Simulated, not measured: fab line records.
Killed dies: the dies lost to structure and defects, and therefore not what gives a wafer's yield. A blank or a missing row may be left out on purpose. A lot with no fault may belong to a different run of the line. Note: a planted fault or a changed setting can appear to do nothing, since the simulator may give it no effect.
Chamber matching :: flow n5Finfet :: rieDiel-03 running N5_BEOL_M2_ETCH_77: 4 sister chambers
The step etches underlayer in N2/H2, target depth 6.5 nm, time 5.2 s. 14 wafers are shown with their chamber, then 7 later ones without.

## WAFERS, EACH WITH ITS CHAMBER
wafer: L079.2
chamber: 0
drypumpMotorCurrentA (A): 6.3
showerheadPlenumPTorr (Torr): 2.51
etchRfOnTimeS (s): 5.31

wafer: L079.3
chamber: 3
drypumpMotorCurrentA (A): 5.9
showerheadPlenumPTorr (Torr): 2.54
etchRfOnTimeS (s): 5.08

wafer: L079.6
chamber: 2
drypumpMotorCurrentA (A): 5.4
showerheadPlenumPTorr (Torr): 2.49
etchRfOnTimeS (s): 5.01

wafer: L088.2
chamber: 2
drypumpMotorCurrentA (A): 5.5
showerheadPlenumPTorr (Torr): 2.48
etchRfOnTimeS (s): 4.96

wafer: L088.5
chamber: 3
drypumpMotorCurrentA (A): 5.9
showerheadPlenumPTorr (Torr): 2.53
etchRfOnTimeS (s): 5.03

wafer: L088.6
chamber: 2
drypumpMotorCurrentA (A): 5.5
showerheadPlenumPTorr (Torr): 2.48
etchRfOnTimeS (s): 4.95

wafer: L090.1
chamber: 3
drypumpMotorCurrentA (A): 5.9
showerheadPlenumPTorr (Torr): 2.53
etchRfOnTimeS (s): 5.10

wafer: L090.2
chamber: 2
drypumpMotorCurrentA (A): 5.4
showerheadPlenumPTorr (Torr): 2.48
etchRfOnTimeS (s): 4.97

wafer: L090.6
chamber: 1
drypumpMotorCurrentA (A): 6.4
showerheadPlenumPTorr (Torr): 2.53
etchRfOnTimeS (s): 5.20

wafer: L091.1
chamber: 1
drypumpMotorCurrentA (A): 6.4
showerheadPlenumPTorr (Torr): 2.53
etchRfOnTimeS (s): 5.22

wafer: L091.3
chamber: 3
drypumpMotorCurrentA (A): 5.9
showerheadPlenumPTorr (Torr): 2.53
etchRfOnTimeS (s): 5.05

wafer: L091.5
chamber: 2
drypumpMotorCurrentA (A): 5.5
showerheadPlenumPTorr (Torr): 2.48
etchRfOnTimeS (s): 4.96

wafer: L093.1
chamber: 1
drypumpMotorCurrentA (A): 6.3
showerheadPlenumPTorr (Torr): 2.53
etchRfOnTimeS (s): 5.23

wafer: L093.4
chamber: 3
drypumpMotorCurrentA (A): 5.9
showerheadPlenumPTorr (Torr): 2.53
etchRfOnTimeS (s): 5.01

SIGNATURES, as means of the wafers listed above
reading: drypumpMotorCurrentA
chamber 0: 6.300
chamber 1: 6.367
chamber 2: 5.460
chamber 3: 5.900
scatter within a chamber: 0.0432

reading: showerheadPlenumPTorr
chamber 0: 2.5100
chamber 1: 2.5300
chamber 2: 2.4820
chamber 3: 2.5320
scatter within a chamber: 0.004

reading: etchRfOnTimeS
chamber 0: 5.3100
chamber 1: 5.2167
chamber 2: 4.9700
chamber 3: 5.0540
scatter within a chamber: 0.0283
Rule: distance of a wafer from a chamber = root of the sum over the readings of ((wafer's reading minus chamber's mean) / reading's scatter) squared. If the next closest chamber is less than 2 further off than the closest, the wafer can't be placed; otherwise it belongs to the closest. The scatter is the square root of a quotient: the sum, over the shown wafers, of each reading's squared deviation from its chamber's mean, divided by wafers minus chambers.

## WAFERS WITH NO CHAMBER GIVEN
wafer: L093.5
drypumpMotorCurrentA (A): 5.5
showerheadPlenumPTorr (Torr): 2.48
etchRfOnTimeS (s): 4.90

wafer: L094.1
drypumpMotorCurrentA (A): 5.5
showerheadPlenumPTorr (Torr): 2.48
etchRfOnTimeS (s): 4.91

wafer: L094.5
drypumpMotorCurrentA (A): 6.0
showerheadPlenumPTorr (Torr): 2.53
etchRfOnTimeS (s): 5.08

wafer: L094.6
drypumpMotorCurrentA (A): 5.4
showerheadPlenumPTorr (Torr): 2.48
etchRfOnTimeS (s): 4.93

wafer: L095.1
drypumpMotorCurrentA (A): 6.2
showerheadPlenumPTorr (Torr): 2.49
etchRfOnTimeS (s): 5.10

wafer: L095.2
drypumpMotorCurrentA (A): 6.4
showerheadPlenumPTorr (Torr): 2.53
etchRfOnTimeS (s): 5.26

wafer: L095.4
drypumpMotorCurrentA (A): 6.3
showerheadPlenumPTorr (Torr): 2.49
etchRfOnTimeS (s): 5.08

## THE CHAMBER EACH PASSED THROUGH
wafer: L093.5
from the rows above: 2
in truth: 2

wafer: L094.1
from the rows above: 2
in truth: 2

wafer: L094.5
from the rows above: 3
in truth: 3

wafer: L094.6
from the rows above: 2
in truth: 2

wafer: L095.1
from the rows above: 0
in truth: 0

wafer: L095.2
from the rows above: 1
in truth: 1

wafer: L095.4
from the rows above: can't be placed: 0 or 1
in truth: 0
Placed correctly: 6 of 7. From these rows, 1 cannot be placed; in 1 the true chamber is one of the candidates. Wrongly placed: 0.
